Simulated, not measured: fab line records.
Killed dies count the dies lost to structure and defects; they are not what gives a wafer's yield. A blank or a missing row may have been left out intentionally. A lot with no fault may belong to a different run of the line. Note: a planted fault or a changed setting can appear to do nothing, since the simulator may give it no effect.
fab line records	flow n5-finfet	part 2 of 2: steps 5 to 6 of 6
record lots=24	wafers=72	last-day=18
route steps=1938 shown BEOL_M6@1208 BEOL_M7@1267
lots with no fault: from the same line, run without faults
start-h: start of the lot's first displayed wafer, in hours after the record's first day	wait-h: hours from the lot's prior step to this one	" unchanged from the row above	L1.1+2: one row covering several wafers at once	- no value, or no start given	* or withheld: withheld	< > ~ a bound
route shown NAME@n: a module of which the file shows steps, and the number in the route of the first	usual: average and standard deviation across the fault-free wafers	same: alike in all rows	chamber/n: place in a boat	sites: readings site by site	_std_site: how widely they spread, as a standard deviation	_edge_site: outer sites' mean less inner sites'	radius-mm: how far each site lies from the wafer's centre	mask NAME#n: copy n	behind: the most recent tool/chamber to have shaped the wafer	hold: why the lot went on hold/how many hours it stayed there/how the hold came to an end	device: the transistor (n, p or np) that didn't switch	end of line: tests of these same wafers at the route's end	a step with no rows: only its recipe	killed: not the wafer's yield, but the dies lost to structure and defects at the first sort	map: the dies of a wafer, with x for killed, . for not killed, _ for no die there
set.NAME: the setting as run; set.NAME@STEP: as run at that earlier step	model.NAME: the simulator's own value behind a step, which no gauge read
one table for each step of the route and one row for each wafer, over a sample of lots
services: from which hour (start-h, from the record's first day; less than 0 if before it) a tool's chamber was out of use, for how many hours, and why
## steps
# step N5_BEOL_M7_HM_DEP_02
# recipe material=TiN	target-thk-a=200	temp-c=25	chamber-pressure-pa=0.49996
# usual throttle-valve-pct=30.0/0.97
lot.wafer	tool	chamber	start-h	wait-h	throttle-valve-pct
L074.2	pvd-sputter-01	-	183.83	0.3	31.0
L074.4	"	-	"	"	32.0
L074.6	"	-	"	"	29.8
L075.1	pvd-sputter-02	-	211.59	0.4	31.0
L075.4	"	-	"	"	28.0
L075.6	"	-	"	"	31.0
L076.3	pvd-sputter-03	-	217.56	1.2	30.0
L076.5	"	-	"	"	30.6
L076.6	"	-	"	"	29.7
L077.2	pvd-sputter-03	-	217.84	0.7	29.5
L077.4	"	-	"	"	30.6
L077.5	"	-	"	"	30.3
L078.1	pvd-sputter-03	-	227.78	3.0	30.2
L078.3	"	-	"	"	31.0
L078.4	"	-	"	"	29.7
L080.2	pvd-sputter-02	-	241.29	1.8	28.1
L080.3	"	-	"	"	28.7
L080.6	"	-	"	"	28.3
L079.1	pvd-sputter-03	-	241.51	1.2	30.0
L079.3	"	-	"	"	30.7
L079.4	"	-	"	"	29.5
L082.4	pvd-sputter-01	-	246.15	1.0	29.9
L082.5	"	-	"	"	30.8
L082.6	"	-	"	"	29.5
L081.3	pvd-sputter-02	-	250.12	2.2	28.8
L081.5	"	-	"	"	28.3
L081.6	"	-	"	"	28.7
L085.2	pvd-sputter-02	-	250.22	1.9	28.0
L085.3	"	-	"	"	31.1
L085.5	"	-	"	"	30.5
L083.4	pvd-sputter-03	-	264.26	0.3	30.8
L083.5	"	-	"	"	30.2
L083.6	"	-	"	"	30.0
L084.3	pvd-sputter-02	-	268.73	0.0	30.6
L084.4	"	-	"	"	31.1
L084.5	"	-	"	"	28.9
L088.2	pvd-sputter-03	-	271.07	0.8	29.7
L088.4	"	-	"	"	30.7
L088.5	"	-	"	"	29.5
L086.1	pvd-sputter-03	-	271.33	0.6	30.3
L086.3	"	-	"	"	29.7
L086.5	"	-	"	"	30.0
L087.1	pvd-sputter-01	-	272.12	1.2	30.9
L087.3	"	-	"	"	31.9
L087.6	"	-	"	"	29.9
L089.4	pvd-sputter-03	-	286.21	1.2	30.3
L089.5	"	-	"	"	30.7
L089.6	"	-	"	"	30.0
L090.1	pvd-sputter-03	-	300.14	1.7	30.4
L090.3	"	-	"	"	30.1
L090.5	"	-	"	"	30.1
L091.3	pvd-sputter-02	-	303.77	0.9	30.6
L091.5	"	-	"	"	28.1
L091.6	"	-	"	"	28.7
L093.2	pvd-sputter-02	-	307.59	0.5	28.0
L093.3	"	-	"	"	28.5
L093.5	"	-	"	"	30.9
L092.2	pvd-sputter-01	-	312.16	1.4	30.8
L092.3	"	-	"	"	32.2
L092.6	"	-	"	"	29.7
L094.1	pvd-sputter-01	-	312.36	0.8	30.0
L094.5	"	-	"	"	29.6
L094.6	"	-	"	"	32.2
L097.2	pvd-sputter-02	-	347.91	1.8	30.6
L097.3	"	-	"	"	29.0
L097.5	"	-	"	"	30.8
L095.1	pvd-sputter-03	-	348.32	0.0	30.4
L095.4	"	-	"	"	29.6
L095.5	"	-	"	"	30.3
L096.1	pvd-sputter-02	-	350.86	1.3	28.8
L096.2	"	-	"	"	31.0
L096.5	"	-	"	"	28.8
# step N5_BEOL_M7_STRIP_67
# recipe chemistry=CF4	resist=SiARC	power-w=300	bias-power-w=75	pressure-mtorr=50	cf4-flow-sccm=150	rf-frequency-hz=6e+07
# usual drypump-motor-current-A=5.7/0.38	oes-product-au=0.78/0.083	rf-vpp-V=270.7/1.6	showerhead-plenum-p-Torr=1.78/0.056	throttle-valve-pct=13.60/0.28
lot.wafer	tool	chamber	start-h	wait-h	drypump-motor-current-A	oes-product-au	rf-hours-counter-h	rf-vpp-V	showerhead-plenum-p-Torr	throttle-valve-pct
L074.2	rie-diel-04	3	184.75	0.0	6.3	0.86	49	273.1	1.90	13.51
L074.4	"	0	"	"	5.5	0.71	219	269.7	1.69	13.77
L074.6	"	3	"	"	6.3	0.86	-	273.6	1.90	13.52
L075.1	rie-diel-02	3	212.28	0.0	4.9	0.72	214	269.5	1.72	14.06
L075.4	"	3	"	"	4.9	0.72	-	270.7	1.72	14.04
L075.6	"	0	"	"	5.6	0.96	-	270.6	1.82	13.17
L076.3	rie-diel-02	0	218.26	0.0	5.7	0.96	9	271.3	1.82	13.18
L076.5	"	3	"	"	4.9	0.72	-	270.9	1.72	14.06
L076.6	"	2	"	"	5.8	0.76	-	272.1	1.79	13.80
L077.2	rie-diel-02	3	218.83	0.0	4.9	0.72	216	267.9	1.72	14.07
L077.4	"	0	"	"	5.7	0.95	-	273.5	1.82	13.20
L077.5	"	3	"	"	4.9	0.73	-	269.5	1.72	14.07
L078.1	rie-diel-04	3	228.48	0.0	6.3	0.85	62	274.6	1.90	13.52
L078.3	"	2	"	"	5.8	0.73	177	270.5	1.78	13.63
L078.4	"	0	"	"	5.5	0.70	-	268.5	1.69	13.80
L080.2	rie-diel-02	3	242.39	0.0	4.9	0.72	223	268.0	1.72	14.09
L080.3	"	1	"	"	6.4	0.95	6	270.1	1.75	13.12
L080.6	"	0	"	"	5.7	0.94	-	272.5	1.82	13.20
L079.1	rie-diel-03	2	242.45	0.0	6.0	0.75	184	268.1	1.73	13.75
L079.3	"	3	"	"	5.5	0.70	202	272.2	1.85	13.73
L079.4	"	0	"	"	5.9	0.84	70	269.6	1.74	13.32
L082.4	rie-diel-03	0	246.98	0.0	5.9	0.83	71	268.8	1.74	13.32
L082.5	"	2	"	"	6.0	0.75	-	271.0	1.73	13.75
L082.6	"	3	"	"	5.5	0.70	-	273.2	1.85	13.75
L081.3	rie-diel-03	0	250.90	0.0	5.9	0.83	72	269.5	1.74	13.34
L081.5	"	2	"	"	6.0	0.75	-	270.3	1.73	13.75
L081.6	"	1	"	"	5.7	0.76	-	269.1	1.78	13.43
L085.2	rie-diel-04	0	251.08	0.0	5.5	0.70	238	267.4	1.69	13.82
L085.3	"	2	"	"	5.8	0.72	186	268.3	1.78	13.68
L085.5	"	0	"	"	5.5	0.70	-	269.6	1.69	13.82
L083.4	rie-diel-03	1	265.09	0.0	5.7	0.75	166	269.8	1.78	13.42
L083.5	"	2	"	"	6.0	0.74	-	270.1	1.73	13.78
L083.6	"	3	"	"	5.5	0.70	-	270.9	1.85	13.73
L084.3	rie-diel-03	2	269.56	0.0	6.0	0.75	192	268.0	1.73	13.78
L084.4	"	1	"	"	5.7	0.76	168	271.1	1.78	13.42
L084.5	"	2	"	"	6.0	0.74	-	268.3	1.73	13.77
L088.2	rie-diel-03	3	271.82	0.0	5.5	0.70	211	272.1	1.85	13.76
L088.4	"	0	"	"	5.9	0.82	79	271.1	1.74	13.35
L088.5	"	0	"	"	5.9	0.83	-	269.1	1.73	13.32
L086.1	rie-diel-04	3	272.11	0.0	6.3	0.83	76	271.6	1.89	13.56
L086.3	"	0	"	"	5.5	0.70	244	268.6	1.68	13.81
L086.5	"	0	"	"	5.5	0.69	-	268.6	1.68	13.83
L087.1	rie-diel-04	2	272.95	0.0	5.8	0.72	191	272.1	1.78	13.69
L087.3	"	0	"	"	5.5	0.70	245	269.2	1.68	13.83
L087.6	"	2	"	"	5.8	0.72	-	271.8	1.78	13.68
L089.4	rie-diel-02	2	287.17	0.0	5.9	0.74	173	271.2	1.79	13.85
L089.5	"	1	"	"	6.3	0.92	-	269.4	1.74	13.12
L089.6	"	0	"	"	5.7	0.91	-	271.1	1.81	13.23
L090.1	rie-diel-03	3	300.96	0.0	5.5	0.69	219	271.8	1.85	13.74
L090.3	"	1	"	"	5.7	0.76	177	271.1	1.78	13.45
L090.5	"	1	"	"	5.7	0.74	-	271.9	1.78	13.44
L091.3	rie-diel-02	3	304.67	0.0	4.9	0.71	240	268.8	1.72	14.10
L091.5	"	1	"	"	6.3	0.91	-	270.9	1.74	13.13
L091.6	"	2	"	"	5.8	0.74	-	269.8	1.78	13.87
L093.2	rie-diel-04	3	308.42	0.0	6.3	0.81	89	272.4	1.89	13.62
L093.3	"	2	"	"	5.8	0.71	204	270.2	1.78	13.72
L093.5	"	1	"	"	5.2	0.91	-	271.4	1.81	13.17
L092.2	rie-diel-02	2	312.91	0.0	5.8	0.73	184	271.0	1.78	13.88
L092.3	"	3	"	"	4.9	0.70	245	269.7	1.72	14.12
L092.6	"	1	"	"	6.4	0.90	-	271.1	1.74	13.16
L094.1	rie-diel-03	3	313.36	0.0	5.5	0.69	222	274.3	1.85	13.77
L094.5	"	2	"	"	6.1	0.73	-	268.7	1.72	13.81
L094.6	"	3	"	"	5.5	0.69	-	272.1	1.85	13.76
L097.2	rie-diel-03	1	348.74	0.0	5.7	0.74	192	272.0	1.77	13.46
L097.3	"	3	"	"	5.5	0.68	233	274.3	1.85	13.78
L097.5	"	3	"	"	5.5	0.68	-	270.9	1.85	13.80
L095.1	rie-diel-03	1	349.21	0.0	5.7	0.73	192	271.7	1.77	13.48
L095.4	"	2	"	"	6.0	0.73	215	269.9	1.72	13.83
L095.5	"	3	"	"	5.5	0.69	-	271.8	1.85	13.80
L096.1	rie-diel-03	3	352.03	0.0	5.5	0.68	234	272.8	1.85	13.78
L096.2	"	2	"	"	6.0	0.73	216	269.4	1.72	13.85
L096.5	"	1	"	"	5.7	0.74	-	271.4	1.77	13.47
## services
tool	chamber	start-h	hours	kind
rie-diel-05	0	156.43	8.6	repair
pvd-sputter-02	-	162.27	23.5	repair
rie-diel-01	1	164.18	2.6	repair
rie-diel-04	0	176.83	7.2	repair
rie-diel-05	2	197.50	-	clean
rie-diel-05	2	197.50	-	consumable-replace:focus-ring
rie-diel-05	2	197.50	21.7	scheduled-down
rie-diel-04	0	204.06	8.8	repair
rie-diel-05	-	220.37	0.1	repair
rie-diel-05	-	242.12	2.8	pm
rie-diel-05	0	249.32	13.7	repair
rie-diel-02	1	257.11	6.0	repair
rie-diel-01	1	266.36	5.0	repair
rie-diel-04	0	284.54	18.3	repair
rie-diel-02	3	293.80	6.4	repair
pvd-sputter-02	-	310.46	4.5	repair
rie-diel-03	0	318.87	4.7	repair
rie-diel-06	-	323.83	2.8	pm
pvd-sputter-02	-	324.98	1.7	repair
rie-diel-03	0	325.59	3.4	repair
pvd-sputter-03	-	330.58	2.5	repair
pvd-sputter-03	-	333.25	7.2	repair
pvd-sputter-02	-	343.85	3.3	repair
rie-diel-04	1	350.14	7.9	repair
